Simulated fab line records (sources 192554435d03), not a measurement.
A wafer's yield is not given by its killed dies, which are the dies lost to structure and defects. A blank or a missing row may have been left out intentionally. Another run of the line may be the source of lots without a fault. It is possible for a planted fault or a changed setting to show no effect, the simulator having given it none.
Matching of chambers / flow n5 finfet / N5_HKMG_FIN_ALD_74 on ald hk-02: 4 sister chambers
The step deposits La2O3, target thk 0.5 nm, pulse time 6 s, co reactant pulse time 1 s. 8 wafers are shown with their chamber, then 6 later ones without.

== WAFERS PAIRED WITH THEIR CHAMBERS ==
wafer=L891.5; chamber=2; heater power w (W)=339; precursor pulse height rel=0.977
wafer=L892.3; chamber=0; heater power w (W)=332; precursor pulse height rel=1.019
wafer=L893.3; chamber=0; heater power w (W)=333; precursor pulse height rel=0.976
wafer=L893.4; chamber=3; heater power w (W)=326; precursor pulse height rel=1.029
wafer=L894.3; chamber=3; heater power w (W)=308; precursor pulse height rel=0.998
wafer=L910.1; chamber=1; heater power w (W)=411; precursor pulse height rel=1.040
wafer=L910.2; chamber=2; heater power w (W)=347; precursor pulse height rel=1.018
wafer=L910.5; chamber=1; heater power w (W)=405; precursor pulse height rel=0.987

== WAFERS MISSING THEIR CHAMBER ==
wafer=L911.2; heater power w (W)=341; precursor pulse height rel=1.039
wafer=L911.4; heater power w (W)=330; precursor pulse height rel=1.010
wafer=L911.6; heater power w (W)=329; precursor pulse height rel=1.003
wafer=L912.3; heater power w (W)=326; precursor pulse height rel=0.984
wafer=L912.5; heater power w (W)=342; precursor pulse height rel=0.991
wafer=L912.6; heater power w (W)=392; precursor pulse height rel=0.991

== CHAMBER TAKEN BY EACH ==
wafer=L911.2; from the rows above=can't be placed: 2 or 0 or 3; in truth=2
wafer=L911.4; from the rows above=can't be placed: 0 or 3 or 2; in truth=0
wafer=L911.6; from the rows above=can't be placed: 0 or 3 or 2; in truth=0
wafer=L912.3; from the rows above=can't be placed: 0 or 3 or 2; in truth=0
wafer=L912.5; from the rows above=can't be placed: 2 or 0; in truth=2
wafer=L912.6; from the rows above=1; in truth=1
Correct placement for 1 of the 6. From these rows, 5 cannot be placed; in 5 the true chamber is one of the candidates. 0 placed wrongly.
How it was worked out, from the rows above alone: a wafer's distance from a chamber is the root of the sum, over the readings, of the square of ((its reading less the chamber's mean) divided by the reading's scatter). If the next closest chamber is less than 2 further off than the closest, the wafer can't be placed; otherwise it belongs to the closest. Each chamber's mean is taken over the wafers shown for it. The scatter is the square root of a quotient: the sum, over the shown wafers, of each reading's squared deviation from its chamber's mean, divided by wafers minus chambers.
